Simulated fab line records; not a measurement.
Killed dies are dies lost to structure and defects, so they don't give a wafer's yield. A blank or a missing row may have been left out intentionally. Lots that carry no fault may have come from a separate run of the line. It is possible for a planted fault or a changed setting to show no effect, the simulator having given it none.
fab line records | flow nandHarc
record lots=6 | wafers=16 | lastDay=32
route steps=1302 shown P_GATE@128 END@1302
lots that met no fault: taken from a fault-free run of the same line
startH: hours from the record's first day to the start of the lot's first wafer shown | waitH: hours elapsed since this lot's preceding step | " repeats the value in the row above | L1.1+2: a single row standing in for several wafers | - either no value or no given start | * or withheld: withheld | < > ~ a bound
route shown NAME@n: a module of which the file shows steps, and the number in the route of the first | usual: average and standard deviation across the fault-free wafers | same: alike in all rows | chamber/n: place in a boat | sites: the reading at each site | _std_site: the values' standard deviation | _edge_site: the outer-site mean with the inner-site mean subtracted | radiusMm: for every site, how far away it sits from the centre of the wafer | mask NAME#n: copy n | behind: tool/chamber where the wafer was last shaped | hold: cause of the lot's hold/its duration in hours/its outcome | device: which transistor (n, p or np) failed to switch | end of line: the tests these same wafers got at the end of their route | where a step has no rows: the recipe by itself | killed: dies lost to structure and defects at the first sort, not the wafer's yield | map: the dies of a wafer, with x for killed, . for not killed, _ for no die there
set.NAME: the run value of the setting; set.NAME@STEP: its run value at that earlier step | model.NAME: the simulator's own value behind a step, which no gauge read
lots at some steps of the route; a table a step, a row a wafer
services: from which hour (startH, from the record's first day; less than 0 if before it) a tool's chamber was out of use, for how many hours, and why
## steps
# step NHARC_P_GATE_SRD_72
# step NHARC_P_GATE_OXIDE_16
# recipe targetThkA=30 | tempC=875 | oxTimeS=392 | material=SiO2
# step NHARC_P_GATE_CVD_17
# recipe targetThkA=1500 | tempC=620 | timeS=900 | material=poly-Si
# step NHARC_P_GATE_HM_DEP_102
# recipe targetThkA=1200 | tempC=400 | material=aC
# usual throttleValvePct=35.001/0.0099
lot.wafer | tool      | chamber | startH | waitH | throttleValvePct
L617.1    | aclDep-03 | 0       | 100.87 | 0.4   | 35.007
L617.2    | "         | 0       | "      | "     | 35.011
L617.5    | "         | 0       | "      | "     | 35.010
L620.2    | aclDep-01 | 0       | 138.86 | 1.5   | 35.001
L620.4    | "         | 0       | "      | "     | 35.006
L620.5    | "         | 0       | "      | "     | 34.994
L621.2    | aclDep-02 | 0       | 148.53 | 1.0   | 35.013
L621.3    | "         | 0       | "      | "     | 34.981
L624.1    | aclDep-03 | 0       | 179.50 | 3.9   | 35.021
L624.4    | "         | 0       | "      | "     | 34.984
L633.2    | aclDep-02 | 0       | 270.59 | 0.5   | 35.010
L633.3    | "         | 0       | "      | "     | 34.993
L633.4    | "         | 0       | "      | "     | 35.006
L636.1    | aclDep-01 | 0       | 303.61 | 5.6   | 35.011
L636.3    | "         | 0       | "      | "     | 34.993
L636.4    | "         | 0       | "      | "     | 35.000
# step NHARC_P_GATE_DEP_103
# recipe targetThkA=300 | targetThkNm=30 | tempC=400 | flowSccm=200 | rfW=350 | material=SiON
# usual heaterPowerW=747/87
lot.wafer | tool     | chamber | startH | waitH | heaterPowerW
L617.1    | pecvd-04 | 2       | 101.56 | 0.6   | 849
L617.2    | "        | 0       | "      | "     | 619
L617.5    | "        | 0       | "      | "     | 652
L620.2    | pecvd-02 | 1       | 139.41 | 0.4   | 612
L620.4    | "        | 2       | "      | "     | 832
L620.5    | "        | 0       | "      | "     | 814
L621.2    | pecvd-01 | 0       | 149.09 | 0.4   | 783
L621.3    | "        | 2       | "      | "     | 734
L624.1    | pecvd-01 | 1       | 180.16 | 0.6   | 750
L624.4    | "        | 0       | "      | "     | 927
L633.2    | pecvd-02 | 1       | 271.17 | 0.5   | 757
L633.3    | "        | 2       | "      | "     | 742
L633.4    | "        | 2       | "      | "     | 772
L636.3    | pecvd-01 | 0       | 304.30 | 0.4   | 770
L636.1    | "        | 2       | "      | "     | 748
L636.4    | "        | 0       | "      | "     | 776
# step NHARC_P_GATE_DEHYDRATE_18
# recipe tempC=150 | timeS=120
# step NHARC_P_GATE_HMDS_19
# recipe timeS=30
# step NHARC_P_GATE_COAT_20
# recipe spinRpm=1500 | resistThkNm=90
# step NHARC_P_GATE_SOFTBAKE_21
# recipe tempC=105 | timeS=55
# step NHARC_P_GATE_EBR_22
# step NHARC_P_GATE_EXPOSE_23
# recipe na=1.35 | targetCdNm=120 | doseMj=93.91 | maskId=P_GATE
# step NHARC_P_GATE_PEB_24
# recipe pebTempC=100 | pebTimeS=65
# step NHARC_P_GATE_DEVELOP_25
# recipe developTimeS=35 | devTempC=23
# usual chillPlateTempC=23.00/0.099 | developerTempC=22.99/0.11 | exhaustPa=44.8/0.89 | resistLineTempC=23.00/0.12
lot.wafer | tool          | chamber | startH | waitH | chillPlateTempC | developerTempC | exhaustPa | resistLineTempC
L617.1    | lithoTrack-04 | 0       | 102    | -     | 23.10           | 22.87          | 43.1      | 22.93
L617.2    | "             | 0       | "      | "     | 23.04           | 22.85          | 43.8      | 23.14
L617.5    | "             | 0       | "      | "     | 23.01           | 22.86          | 44.7      | 23.01
L620.2    | lithoTrack-01 | 0       | 139    | -     | 22.81           | 22.99          | 44.6      | 23.11
L620.4    | "             | 0       | "      | "     | 23.03           | 22.95          | 45.4      | 23.21
L620.5    | "             | 0       | "      | "     | 23.07           | 23.04          | 46.1      | 23.12
L621.2    | lithoTrack-01 | 0       | 149    | -     | 22.98           | 23.01          | 44.2      | 22.89
L621.3    | "             | 0       | "      | "     | 22.91           | 22.99          | 44.4      | 23.06
L624.1    | lithoTrack-01 | 0       | 180    | -     | 23.11           | 23.06          | 45.4      | 23.09
L624.4    | "             | 0       | "      | "     | 23.12           | 22.86          | 45.0      | 22.96
L633.2    | lithoTrack-04 | 0       | 271    | -     | 23.11           | 22.80          | 44.8      | 22.82
L633.3    | "             | 0       | "      | "     | 23.11           | 22.78          | 45.8      | 22.70
L633.4    | "             | 0       | "      | "     | 23.11           | 22.96          | 45.2      | 23.05
L636.1    | lithoTrack-06 | 0       | 304    | -     | 22.99           | 22.95          | 44.5      | 22.97
L636.3    | "             | 0       | "      | "     | 23.00           | 22.84          | 44.4      | 22.95
L636.4    | "             | 0       | "      | "     | 23.14           | 23.00          | 45.4      | 23.02
# step NHARC_P_GATE_CD_MEAS_26
# recipe targetCdNm=120 | landingEnergyEv=500
# usual cdNm=120.0/0.94
lot.wafer | tool     | chamber | startH | waitH | cdNm
L617.1    | cdSem-03 | 0       | 102.22 | -     | 120.8
L617.2    | "        | 0       | "      | "     | 121.5
L617.5    | "        | 0       | "      | "     | 120.4
L620.2    | cdSem-02 | 0       | 139.97 | -     | 119.9
L620.4    | "        | 0       | "      | "     | 120.6
L620.5    | "        | 0       | "      | "     | 121.1
L621.2    | cdSem-03 | 0       | 149.77 | -     | 115.8
L621.3    | "        | 0       | "      | "     | 118.2
L624.1    | cdSem-01 | 0       | 180.71 | -     | 118.7
L624.4    | "        | 0       | "      | "     | 118.1
L633.2    | cdSem-03 | 0       | 271.82 | -     | 119.1
L633.3    | "        | 0       | "      | "     | 122.1
L633.4    | "        | 0       | "      | "     | 120.2
L636.1    | cdSem-01 | 0       | 304.98 | -     | 119.3
L636.3    | "        | 0       | "      | "     | 119.8
L636.4    | "        | 0       | "      | "     | 120.7
# step NHARC_P_GATE_OVL_MEAS_27
# usual overlayXNm=0.0/0.84 | overlayYNm=0.0/0.85
lot.wafer | tool       | chamber | startH | waitH | overlayXNm | overlayYNm
L617.1    | overlay-01 | -       | 102.31 | -     | 0.2        | 1.4
L617.2    | "          | -       | "      | "     | -0.2       | 1.5
L617.5    | "          | -       | "      | "     | 0.1        | 1.7
L620.2    | overlay-02 | -       | 140.05 | -     | 0.3        | 0.3
L620.4    | "          | -       | "      | "     | -0.4       | 0.5
L620.5    | "          | -       | "      | "     | 0.0        | -0.2
L621.2    | overlay-02 | -       | 149.85 | -     | -0.2       | 0.7
L621.3    | "          | -       | "      | "     | -0.1       | 0.7
L624.1    | overlay-02 | -       | 180.80 | -     | -0.3       | 0.3
L624.4    | "          | -       | "      | "     | 0.1        | 0.3
L633.2    | overlay-01 | -       | 271.91 | -     | 1.7        | -0.7
L633.3    | "          | -       | "      | "     | 1.2        | 0.2
L633.4    | "          | -       | "      | "     | 1.7        | 0.3
L636.1    | overlay-02 | -       | 305.06 | -     | 0.4        | -1.2
L636.3    | "          | -       | "      | "     | 0.1        | -0.4
L636.4    | "          | -       | "      | "     | 0.7        | -0.7
# step NHARC_P_GATE_INSPECT_28
# usual rawDefectCount=7/3.4
lot.wafer | tool             | chamber | startH | waitH | rawDefectCount
L617.1    | defectInspect-01 | -       | 102.35 | 0.0   | 17
L617.2    | "                | -       | "      | "     | 6
L617.5    | "                | -       | "      | "     | 10
L620.2    | defectInspect-02 | -       | 140.09 | 0.0   | 4
L620.4    | "                | -       | "      | "     | 10
L620.5    | "                | -       | "      | "     | 3
L621.2    | defectInspect-01 | -       | 149.89 | 0.0   | 10
L621.3    | "                | -       | "      | "     | 10
L624.1    | defectInspect-01 | -       | 180.84 | 0.0   | 14
L624.4    | "                | -       | "      | "     | 5
L633.2    | defectInspect-02 | -       | 271.95 | 0.0   | 5
L633.3    | "                | -       | "      | "     | 5
L633.4    | "                | -       | "      | "     | 2
L636.1    | defectInspect-01 | -       | 305.10 | 0.0   | 7
L636.3    | "                | -       | "      | "     | 6
L636.4    | "                | -       | "      | "     | 7
# step NHARC_P_GATE_DESCUM_31
# recipe timeS=3 | o2FlowSccm=200 | arFlowSccm=0 | biasPowerW=0 | chemistry=O2
# usual drypumpMotorCurrentA=6.0/0.48 | oesProductAu=0.994/0.012 | rfVppV=57.8/0.95 | showerheadPlenumPTorr=1.89/0.079 | throttleValvePct=11.312/0.0081
lot.wafer | tool       | chamber | startH | waitH | drypumpMotorCurrentA | oesProductAu | rfHoursCounterH | rfVppV | showerheadPlenumPTorr | throttleValvePct | model.P_GATE.cdNm
L617.2    | rieDiel-06 | 0       | 102.41 | 0.1   | 6.4                  | 0.991        | 7.3             | 57.9   | 1.81                  | 11.306           | 121.6
L617.1    | "          | 1       | "      | "     | 5.5                  | 0.989        | 5.5             | 57.8   | 1.80                  | 11.308           | 120
L617.5    | "          | 0       | "      | "     | 6.4                  | 0.985        | -               | 56.8   | 1.81                  | 11.314           | 120.7
L620.4    | rieDiel-06 | 0       | 140.15 | 0.1   | 6.4                  | 0.989        | 0.0             | 58.5   | 1.81                  | 11.296           | 120.8
L620.2    | "          | 2       | "      | "     | 6.7                  | 0.980        | 0.0             | 57.8   | 1.86                  | 11.301           | 119.7
L620.5    | "          | 0       | "      | "     | 6.4                  | 0.979        | -               | 56.8   | 1.81                  | 11.308           | 120.9
L621.3    | rieDiel-08 | 2       | 149.95 | 0.1   | 5.2                  | 0.997        | 3.8             | 58.6   | 1.93                  | 11.321           | 117.6
L621.2    | "          | 0       | "      | "     | 6.1                  | 1.013        | 4.0             | 57.6   | 2.02                  | 11.307           | 114.5
L624.1    | rieDiel-08 | 0       | 180.91 | 0.1   | 6.0                  | 1.019        | 6.5             | 58.3   | 2.02                  | 11.313           | 117.8
L624.4    | "          | 2       | "      | "     | 5.2                  | 1.004        | -               | 55.9   | 1.93                  | 11.306           | 117.3
L633.3    | rieDiel-06 | 1       | 272.01 | 0.1   | 5.5                  | 0.987        | 7.9             | 57.1   | 1.80                  | 11.313           | 121.8
L633.4    | "          | 3       | "      | "     | 6.6                  | 0.992        | 8.5             | 58.1   | 1.92                  | 11.301           | 120.3
L633.2    | "          | 0       | "      | "     | 6.4                  | 0.989        | 9.2             | 56.8   | 1.80                  | 11.309           | 119.4
L636.4    | rieDiel-06 | 0       | 305.17 | 0.1   | 6.4                  | 0.966        | 10.8            | 57.7   | 1.80                  | 11.310           | 120.5
L636.3    | "          | 1       | "      | "     | 5.5                  | 0.988        | 9.4             | 57.8   | 1.80                  | 11.312           | 119.8
L636.1    | "          | 2       | "      | "     | 6.7                  | 0.999        | 9.2             | 59.2   | 1.85                  | 11.294           | 118.9
# step NHARC_P_GATE_ETCH_104
# recipe targetDepthA=600 | timeS=withheld | cf4FlowSccm=100 | chf3FlowSccm=30 | arFlowSccm=0 | rfW=500 | biasW=200 | chemistry=CF4/CHF3
# usual drypumpMotorCurrentA=6.0/0.49 | oesProductAu=0.948/0.019 | rfVppV=370.1/2.2 | showerheadPlenumPTorr=1.56/0.061 | throttleValvePct=16.802/0.01
lot.wafer | tool       | chamber | startH | waitH | drypumpMotorCurrentA | oesProductAu | rfVppV | showerheadPlenumPTorr | throttleValvePct | model.P_GATE.cdNm
L617.1    | rieDiel-06 | 0       | 102.50 | 0.1   | 6.4                  | 0.965        | 367.5  | 1.49                  | 16.810           | 120.1
L617.2    | "          | 2       | "      | "     | 6.7                  | 0.972        | 368.5  | 1.53                  | 16.812           | 121.4
L617.5    | "          | 3       | "      | "     | 6.6                  | 0.960        | 370.5  | 1.58                  | 16.793           | 121.1
L620.4    | rieDiel-06 | 1       | 140.24 | 0.1   | 5.5                  | 0.933        | 367.1  | 1.49                  | 16.793           | 121
L620.2    | "          | 3       | "      | "     | 6.6                  | 0.970        | 372.0  | 1.58                  | 16.803           | 120.1
L620.5    | "          | 0       | "      | "     | 6.4                  | 0.941        | 367.9  | 1.49                  | 16.807           | 121
L621.3    | rieDiel-08 | 2       | 150.04 | 0.1   | 5.2                  | 0.960        | 369.9  | 1.58                  | 16.807           | 118.5
L621.2    | "          | 3       | "      | "     | 5.6                  | 0.939        | 368.6  | 1.49                  | 16.803           | 115
L624.1    | rieDiel-08 | 0       | 181.00 | 0.1   | 6.0                  | 0.945        | 372.5  | 1.66                  | 16.801           | 118.1
L624.4    | "          | 0       | "      | "     | 6.1                  | 0.939        | 373.1  | 1.66                  | 16.817           | 117.8
L633.4    | rieDiel-06 | 3       | 272.09 | 0.1   | 6.6                  | 0.974        | 370.9  | 1.58                  | 16.808           | 120.7
L633.2    | "          | 0       | "      | "     | 6.4                  | 0.962        | 367.8  | 1.49                  | 16.791           | 119.3
L633.3    | "          | 1       | "      | "     | 5.5                  | 0.958        | 368.1  | 1.48                  | 16.795           | 121.7
L636.1    | rieDiel-06 | 3       | 305.25 | 0.1   | 6.6                  | 0.952        | 371.4  | 1.58                  | 16.817           | 119.1
L636.3    | "          | 0       | "      | "     | 6.4                  | 0.940        | 366.9  | 1.49                  | 16.808           | 119.8
L636.4    | "          | 1       | "      | "     | 5.5                  | 0.965        | 368.7  | 1.48                  | 16.802           | 120.6
# step NHARC_P_GATE_HM_OPEN_105
# recipe targetDepthA=3600 | o2FlowSccm=400 | cosFlowSccm=20 | arFlowSccm=0 | rfW=500 | biasW=300 | chemistry=O2/COS
# usual cosFlowSccm=20.00/0.053 | drypumpMotorCurrentA=6.0/0.49 | oesProductAu=0.996/0.011 | rfVppV=466.4/2.7 | showerheadPlenumPTorr=3.09/0.12 | throttleValvePct=28.329/0.0094
lot.wafer | tool       | chamber | startH | waitH | cosFlowSccm | drypumpMotorCurrentA | oesProductAu | rfHoursCounterH | rfVppV | showerheadPlenumPTorr | throttleValvePct
L617.1    | rieDiel-06 | 2       | -      | -     | 20.09       | 6.7                  | 0.979        | 8.7             | 464.2  | 3.04                  | 28.325
L617.2    | "          | 3       | "      | "     | 19.96       | 6.7                  | 0.976        | 8.8             | 467.2  | 3.14                  | 28.313
L617.5    | "          | 2       | "      | "     | 20.09       | 6.7                  | 0.995        | -               | 465.6  | 3.04                  | 28.340
L620.2    | rieDiel-06 | 2       | -      | -     | 19.95       | 6.7                  | 0.990        | 0.0             | 466.0  | 3.04                  | 28.316
L620.4    | "          | 3       | "      | "     | 19.96       | 6.6                  | 1.005        | 0.0             | 469.0  | 3.14                  | 28.318
L620.5    | "          | 0       | "      | "     | 19.97       | 6.4                  | 0.993        | -               | 464.3  | 2.96                  | 28.326
L621.3    | rieDiel-08 | 2       | -      | -     | 19.94       | 5.2                  | 1.002        | 3.9             | 466.1  | 3.14                  | 28.340
L621.2    | "          | 1       | "      | "     | 20.10       | 5.7                  | 0.996        | 4.4             | 466.0  | 3.03                  | 28.333
L624.1    | rieDiel-08 | 1       | -      | -     | 20.06       | 5.7                  | 1.007        | 7.4             | 466.2  | 3.03                  | 28.322
L624.4    | "          | 1       | "      | "     | 20.02       | 5.7                  | 1.000        | -               | 465.1  | 3.03                  | 28.320
L633.3    | rieDiel-06 | 1       | -      | -     | 20.08       | 5.5                  | 0.998        | 7.9             | 462.1  | 2.94                  | 28.336
L633.2    | "          | 2       | "      | "     | 19.92       | 6.7                  | 0.993        | 7.2             | 467.0  | 3.03                  | 28.335
L633.4    | "          | 0       | "      | "     | 20.01       | 6.4                  | 0.997        | 9.2             | 463.7  | 2.95                  | 28.315
L636.3    | rieDiel-06 | 1       | -      | -     | 19.93       | 5.5                  | 0.997        | 9.5             | 462.6  | 2.94                  | 28.333
L636.4    | "          | 2       | "      | "     | 19.94       | 6.7                  | 0.996        | 9.3             | 464.9  | 3.03                  | 28.319
L636.1    | "          | 3       | "      | "     | 19.86       | 6.6                  | 0.991        | 10.3            | 467.3  | 3.14                  | 28.341
# step NHARC_END_SORT_01
# recipe tempC=25
# usual killedAtArray=58/22 | killedAtOther=1.0/1.3 | killedAtPeriphery=5/3.4 | killedDies=64/22 | killedOpen=3.6/1.8 | killedShort=2.4/1.7
# same grossDies=677
lot.wafer | tool      | chamber | startH | waitH | killedAtArray | killedAtOther | killedAtPeriphery | killedDies | killedOpen | killedShort
L636.1    | prober-01 | 0       | 771.31 | 2.5   | 73            | 1             | 2                 | 76         | 2          | 2
L636.3    | prober-01 | 0       | 772.90 | 3.1   | 85            | 0             | 0                 | 85         | 3          | 2
L636.4    | prober-01 | 0       | 773.69 | 3.4   | 83            | 0             | 5                 | 88         | 7          | 3
# killed by level:class
L636.1 A_SLIT:chamberFilmFlake=29 A_CHANNEL_HOLE_D2:chamberFilmFlake=14 A_CHANNEL_HOLE_D1:chamberFilmFlake=13 A_CONTACT:chamberFilmFlake=4 A_STAIRCASE:chamberFilmFlake=3 A_WL_FILL:chamberFilmFlake=3 A_DECK1_JOINT:chamberFilmFlake=2 A_BLC:chamberFilmFlake=2
L636.3 A_SLIT:chamberFilmFlake=30 A_CHANNEL_HOLE_D2:chamberFilmFlake=23 A_CHANNEL_HOLE_D1:chamberFilmFlake=12 A_WL_FILL:chamberFilmFlake=5 A_CONTACT:chamberFilmFlake=4 A_DECK1_JOINT:chamberFilmFlake=2 A_STAIRCASE:chamberFilmFlake=2 A_SOURCE_PLATE:geometricParticle:short=1
L636.4 A_SLIT:chamberFilmFlake=27 A_CHANNEL_HOLE_D2:chamberFilmFlake=25 A_CHANNEL_HOLE_D1:chamberFilmFlake=10 A_CONTACT:chamberFilmFlake=4 A_STAIRCASE:chamberFilmFlake=3 A_WL_FILL:chamberFilmFlake=3 P_GATE:chamberFilmFlake=2 A_WL_FILL:geometricParticle:open=2
## services
tool          | chamber | startH | hours | kind
pecvd-04      | -       | 88.28  | 13.0  | pm
pecvd-01      | -       | 89.72  | 0.9   | repair
pecvd-01      | -       | 101.66 | 2.8   | repair
pecvd-04      | -       | 110.81 | 1.1   | repair
aclDep-03     | -       | 118.76 | 13.0  | pm
rieDiel-06    | -       | 130.20 | 9.0   | pm
pecvd-01      | -       | 130.56 | 13.0  | pm
lithoTrack-01 | -       | 155.00 | 7.0   | pm
rieDiel-08    | 2       | 162.08 | 6.1   | repair
rieDiel-08    | 3       | 171.72 | 10.4  | repair
lithoTrack-06 | -       | 179.00 | 7.0   | pm
aclDep-01     | -       | 185.00 | 13.0  | pm
rieDiel-08    | 3       | 185.72 | 15.0  | repair
rieDiel-08    | -       | 190.80 | 9.0   | pm
lithoTrack-04 | -       | 203.00 | 7.0   | pm
pecvd-04      | 2       | 203.75 | 5.1   | repair
rieDiel-06    | 0       | 203.88 | 3.9   | repair
pecvd-02      | -       | 227.13 | 13.0  | pm
rieDiel-06    | -       | 228.42 | 2.5   | repair
aclDep-02     | -       | 243.25 | 13.0  | pm
pecvd-02      | 1       | 261.84 | 5.0   | repair
pecvd-02      | -       | 264.08 | 2.6   | repair
rieDiel-06    | 3       | 295.90 | 8.2   | repair
aclDep-03     | -       | 301.92 | 13.0  | pm
## key
firstSign none at tools or gauges
modelEffect step=NHARC_P_GATE_DESCUM_31 | value=P_GATE.cdNm | without=118 | struck=116.2
modelEffect step=NHARC_P_GATE_ETCH_104 | value=P_GATE.cdNm | without=118.4 | struck=116.6
metAt NHARC_P_GATE_DEVELOP_25
struckWafers L621.2,L624.1
testerLeftOut L621,L624
onsetBetween 139 149
fault kind=processParameterDrift | tool=lithoTrack-01 | chamber=- | onsetH=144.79 | steps=NHARC_P_GATE_DEVELOP_25 | channel=developTimeS | offset=* | shape=step | endH=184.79 | scope=struckWafersOnly | actsIn=* | stated=*
# testerLeftOut: of these lots the tester's yield and bins aren't shown, on N5 and GAA mostly nor the transistor test; their killed dies are dies lost to structure and defects alone, not to doping, threshold or leakage, so they don't give the yield
